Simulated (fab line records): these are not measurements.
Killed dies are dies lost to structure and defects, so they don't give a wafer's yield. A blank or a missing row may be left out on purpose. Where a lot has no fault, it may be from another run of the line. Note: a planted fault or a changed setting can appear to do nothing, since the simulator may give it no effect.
Matching of chambers	flow nand_harc	rie_diel-06 running NHARC_A_STAIRCASE_STRIP_476: 4 sister chambers
The step strips in O2, time 20 s. 4 wafers are shown with their chamber, then 10 later ones without.

EACH WAFER AND ITS CHAMBER
wafer	chamber	showerhead_plenum_p_Torr (Torr)
L085.1	0	3.29
L085.3	3	3.63
L093.1	1	3.32
L093.3	2	3.32

WAFERS WITH NO CHAMBER GIVEN
wafer	showerhead_plenum_p_Torr (Torr)
L093.5	3.32
L092.3	3.32
L092.5	3.62
L092.6	3.32
L097.1	3.28
L097.2	3.62
L097.6	3.32
L095.1	3.31
L095.3	3.62
L095.5	3.32

CHAMBER TAKEN BY EACH
wafer	from the rows above	in truth
L093.5	can't be placed: 1 or 2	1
L092.3	can't be placed: 1 or 2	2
L092.5	3	3
L092.6	can't be placed: 1 or 2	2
L097.1	0	0
L097.2	3	3
L097.6	can't be placed: 1 or 2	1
L095.1	can't be placed: 1 or 2 or 0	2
L095.3	3	3
L095.5	can't be placed: 1 or 2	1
4 of 10 placed correctly. Unplaceable from these rows: 6, with the true chamber sitting among the candidates in 6. Placed wrongly: 0.
How it was worked out, from the rows above alone: a wafer's distance from a chamber is the root of the sum, over the readings, of the square of ((its reading less the chamber's mean) divided by the reading's scatter). The wafer belongs to the nearest chamber; if the next one is less than 2 further off, it can't be placed. A chamber's mean is the mean of its shown wafers. The scatter: root of mean squared gap, hidden wafer to nearest shown wafer, with one shown wafer a chamber.
